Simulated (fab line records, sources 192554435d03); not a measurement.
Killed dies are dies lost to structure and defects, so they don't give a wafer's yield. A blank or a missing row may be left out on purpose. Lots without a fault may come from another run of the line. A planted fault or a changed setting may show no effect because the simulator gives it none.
fab line records | flow n5_finfet | part 2 of 2: steps 16 to 27 of 27
record lots=5 wafers=15 last_day=16
route steps=1938 shown BEOL_M5@1148
lots that met no fault: from a run of the same line without faults
start_h: hours from the record's first day to the start of the lot's first wafer shown | wait_h: hours since the lot's step before | " the same as in the row above | L1.1+2: a row that stands for several wafers | - no value, or no start given | * or withheld: withheld | < > ~ a bound
route shown NAME@n: a module of which the file shows steps, and the number in the route of the first | usual: mean/standard deviation of fault-free wafers | same: alike in all rows | chamber/n: place in a boat | sites: the reading at each site | _std_site: their standard deviation | _edge_site: outer sites' mean less inner sites' | radius_mm: how far each site lies from the wafer's centre | mask NAME#n: copy n | behind: the tool/chamber that last shaped the wafer | hold: why the lot was held/for how many hours/how that ended | device: the transistor (n, p or np) that didn't switch | end of line: the same wafers' tests at the end of the route | a step without rows: its recipe alone | killed: dies lost to structure and defects at the first sort, not the wafer's yield | map: a wafer's dies, x killed, . not, _ none there
set.NAME: the setting as run; set.NAME@STEP: as run at that earlier step | model.NAME: the simulator's own value behind a step, which no gauge read
lots at some steps of the route; a table a step, a row a wafer
services: from which hour (start_h, from the record's first day; less than 0 if before it) a tool's chamber was out of use, for how many hours, and why
## steps
# step N5_BEOL_M5_OCD_MEAS_38
# usual trench_depth_nm=71.2/1.3
# columns lot.wafer tool chamber start_h wait_h trench_depth_nm
L079.1 ocd-01 - 202.78 - 72.8
L079.2 " - " " 71.8
L079.5 " - " " 71.8
L088.1 ocd-02 - 255.07 - 70.2
L088.3 " - " " 71.7
L088.4 " - " " 73.0
L087.3 ocd-02 - 255.97 - 71.6
L087.4 " - " " 71.6
L087.5 " - " " 69.9
L090.1 ocd-02 - 261.43 - 69.1
L090.5 " - " " 71.1
L090.6 " - " " 69.6
L092.1 ocd-01 - 285.10 - 71.8
L092.3 " - " " 71.5
L092.4 " - " " 70.5
# step N5_BEOL_M5_HM_STRIP_39
# recipe chemistry=peroxide_tin_strip material=TiN target_depth_a=250 temp_c=50 time_s=158
# same time_s=158
# columns lot.wafer tool chamber start_h wait_h
L079.1+2+5 wet_bench-04 4,2,3 202.81 0.0
L088.1+3+4 wet_bench-02 5,6,4 255.11 0.0
L087.3+4+5 wet_bench-04 2,4,6 256.00 0.0
L090.1+5+6 wet_bench-04 5,7,2 261.46 0.0
L092.1+3+4 wet_bench-03 3,2,0 285.14 0.0
# step N5_BEOL_M5_SRD_40
# recipe time_s=30 temp_c=23 rinse_liquid=diw dry=ipa_marangoni
# same time_s=30
# columns lot.wafer tool chamber start_h wait_h
L079.1+2+5 wet_bench-04 4,2,3 202.86 0.0
L088.1+3+4 wet_bench-02 5,6,4 255.15 0.0
L087.3+4+5 wet_bench-04 2,4,6 256.05 0.0
L090.1+5+6 wet_bench-04 5,7,2 261.51 0.0
L092.1+3+4 wet_bench-03 3,2,0 285.18 0.0
# step N5_BEOL_M5_PRECLEAN_42
# recipe chemistry=residue_remover time_s=60 temp_c=40
# same time_s=60
# columns lot.wafer tool chamber start_h wait_h
L079.1+2+5 wet_bench-04 4,2,3 202.88 0.0
L088.1+3+4 wet_bench-02 5,6,4 255.17 0.0
L087.3+4+5 wet_bench-04 2,4,6 256.07 0.0
L090.1+5+6 wet_bench-04 5,7,2 261.53 0.0
L092.1+3+4 wet_bench-03 3,2,0 285.20 0.0
# step N5_BEOL_M5_SRD_43
# recipe time_s=30 temp_c=23 rinse_liquid=diw dry=ipa_marangoni
# same time_s=30
# columns lot.wafer tool chamber start_h wait_h
L079.1+2+5 wet_bench-04 4,2,3 202.89 0.0
L088.1+3+4 wet_bench-02 5,6,4 255.19 0.0
L087.3+4+5 wet_bench-04 2,4,6 256.08 0.0
L090.1+5+6 wet_bench-04 5,7,2 261.54 0.0
L092.1+3+4 wet_bench-03 3,2,0 285.22 0.0
# step N5_BEOL_M5_CD_MEAS_35
# recipe target_cd_nm=28 target_cd_y_nm=24 polarity=opening
# usual cd_nm=27.9/0.35
# columns lot.wafer tool chamber start_h wait_h cd_nm
L079.1 cd_sem-03 - 202.93 0.0 27.4
L079.2 " - " " 27.5
L079.5 " - " " 28.2
L088.1 cd_sem-03 - 255.22 0.0 27.9
L088.3 " - " " 28.1
L088.4 " - " " 28.2
L087.3 cd_sem-03 - 256.13 0.0 27.4
L087.4 " - " " 27.8
L087.5 " - " " 27.7
L090.1 cd_sem-02 - 261.58 0.0 28.0
L090.5 " - " " 28.4
L090.6 " - " " 28.3
L092.1 cd_sem-03 - 285.26 0.0 28.4
L092.3 " - " " 28.2
L092.4 " - " " 27.7
# step N5_BEOL_M5_CURE_80
# recipe temp_c=370 time_s=120 ambient=DMADMS/He material=SiCOH_lowk
# usual lamp_power_pct=52.32/0.061 wafer_temp_C_max=371.9/0.68
# same time_s=120
# columns lot.wafer tool chamber start_h wait_h lamp_power_pct wafer_temp_C_max
L079.1 uv_cure-01 1 203.11 0.2 52.29 372.2
L079.2 " 1 " " 52.14 372.2
L079.5 " 1 " " 52.36 372.6
L088.1 uv_cure-01 1 255.27 0.0 52.16 372.4
L088.3 " 1 " " 52.30 372.0
L088.4 " 1 " " 52.21 371.9
L087.3 uv_cure-02 0 256.27 0.1 52.34 372.2
L087.4 " 0 " " 52.38 371.4
L087.5 " 0 " " 52.20 371.1
L090.1 uv_cure-02 2 261.63 0.0 52.40 371.1
L090.5 " 2 " " 52.34 371.4
L090.6 " 2 " " 52.33 371.8
L092.1 uv_cure-03 0 285.30 0.0 52.32 372.0
L092.3 " 0 " " 52.24 371.2
L092.4 " 0 " " 52.29 370.9
# step N5_BEOL_M5_DEGAS_44
# recipe ambient=vacuum temp_c=250 time_s=60
# usual heater_power_w=340/58
# same time_s=60
# columns lot.wafer tool chamber start_h wait_h heater_power_w
L079.1 pvd_sputter-03 - 203.94 0.8 276
L079.2 " - " " 309
L079.5 " - " " 273
L088.1 pvd_sputter-01 - 256.15 0.8 336
L088.3 " - " " 289
L088.4 " - " " 331
L087.3 pvd_sputter-01 - 256.61 0.3 339
L087.4 " - " " 331
L087.5 " - " " 325
L090.1 pvd_sputter-01 - 262.03 0.4 326
L090.5 " - " " 300
L090.6 " - " " 340
L092.1 pvd_sputter-01 - 285.65 0.3 288
L092.3 " - " " 328
L092.4 " - " " 331
# step N5_BEOL_M5_PRE_CLEAN_45
# recipe gas=H2/He time_s=30 temp_c=250
# usual heater_power_w=340/58
# same time_s=30
# columns lot.wafer tool chamber start_h wait_h heater_power_w
L079.1 pvd_sputter-03 - 203.98 0.0 275
L079.2 " - " " 313
L079.5 " - " " 276
L088.1 pvd_sputter-01 - 256.19 0.0 347
L088.3 " - " " 292
L088.4 " - " " 330
L087.3 pvd_sputter-01 - 256.65 0.0 337
L087.4 " - " " 325
L087.5 " - " " 329
L090.1 pvd_sputter-01 - 262.07 0.0 322
L090.5 " - " " 288
L090.6 " - " " 337
L092.1 pvd_sputter-01 - 285.69 0.0 280
L092.3 " - " " 323
L092.4 " - " " 337
# step N5_BEOL_M5_ALD_86
# recipe material=TaN target_thk_a=* temp_c=275 ald_precursor_family=PDMAT ald_co_reactant=NH3 pressure_torr=3 carrier_flow_sccm=1500 pulse_time_s=2 purge_time_s=3 co_reactant_purge_time_s=2 co_reactant_pulse_time_s=3 ald_cycles=30 precursor_vessel_temp_c=75 precursor_vessel_pressure_torr=26.25 precursor_vessel_carrier_sccm=1000
# usual heater_power_w=430/45
# columns lot.wafer tool chamber start_h wait_h heater_power_w
L079.1 ald_metal-04 3 204.08 0.1 439
L079.2 " 2 " " 500
L079.5 " 1 " " 400
L088.1 ald_metal-04 3 256.25 0.0 436
L088.3 " 1 " " 396
L088.4 " 2 " " 501
L087.3 ald_metal-04 1 256.77 0.1 389
L087.4 " 0 " " 454
L087.5 " 1 " " 394
L090.1 ald_metal-04 2 262.16 0.1 496
L090.5 " 0 " " 439
L090.6 " 1 " " 385
L092.1 ald_metal-01 1 285.78 0.1 479
L092.3 " 2 " " 463
L092.4 " 0 " " 354
# step N5_BEOL_M5_SURFACE_TREAT_87
# recipe gas=Ar time_s=* ion_energy_ev=* ion_current_ma_cm2=0.5 pressure_mtorr=* ar_flow_sccm=30
# usual ar_flow_sccm=30.00/0.09 throttle_valve_pct=*
# same time_s=*
# columns lot.wafer tool chamber start_h wait_h ar_flow_sccm throttle_valve_pct
L079.1 pvd_sputter-01 - 204.46 0.3 29.94 *
L079.2 " - " " 29.95 *
L079.5 " - " " 30.08 *
L088.1 pvd_sputter-01 - 256.57 0.2 30.02 *
L088.3 " - " " 29.95 *
L088.4 " - " " 30.04 *
L087.3 pvd_sputter-03 - 257.13 0.3 30.01 *
L087.4 " - " " 29.86 *
L087.5 " - " " 29.99 *
L090.1 pvd_sputter-03 - 262.39 0.1 30.00 *
L090.5 " - " " 29.83 *
L090.6 " - " " 29.99 *
L092.1 pvd_sputter-01 - 286.00 0.1 29.95 *
L092.3 " - " " 29.92 *
L092.4 " - " " 30.01 *
# step N5_BEOL_M5_CVD_47
# recipe material=Co target_thk_a=30 temp_c=withheld precursor=CCTBA/H2 pressure_torr=30 time_s=216
# same time_s=216
# columns lot.wafer tool chamber start_h wait_h
L079.1+2+5 cvd_co-01 1,2,2 204.79 0.3
L088.1+3+4 cvd_co-01 0,1,2 256.90 0.3
L087.3+4+5 cvd_co-02 2,1,2 257.42 0.3
L090.1+5+6 cvd_co-01 1,0,2 262.51 0.1
L092.1+3+4 cvd_co-01 2,1,0 286.12 0.1
## services
# columns tool chamber start_h hours kind
uv_cure-03 - 191.02 2.1 pm
rie_diel-06 0 191.26 3.2 repair
rie_diel-03 0 195.40 6.6 repair
rie_diel-06 1 206.40 12.2 repair
rie_diel-06 - 215.37 0.3 repair
rie_diel-03 3 218.34 1.6 repair
rie_diel-03 - 218.39 7.2 repair
uv_cure-02 - 225.05 0.6 repair
rie_diel-03 3 231.56 - clean
rie_diel-03 3 231.56 - consumable_replace:focus_ring
rie_diel-03 3 231.56 15.0 scheduled_down
rie_diel-03 3 231.56 15.0 vent_cycle
rie_diel-06 3 248.87 4.0 repair
ald_metal-01 - 253.21 8.7 pm
uv_cure-03 - 258.81 7.5 pm
rie_diel-01 1 271.31 18.5 repair
rie_diel-01 2 282.41 8.8 repair
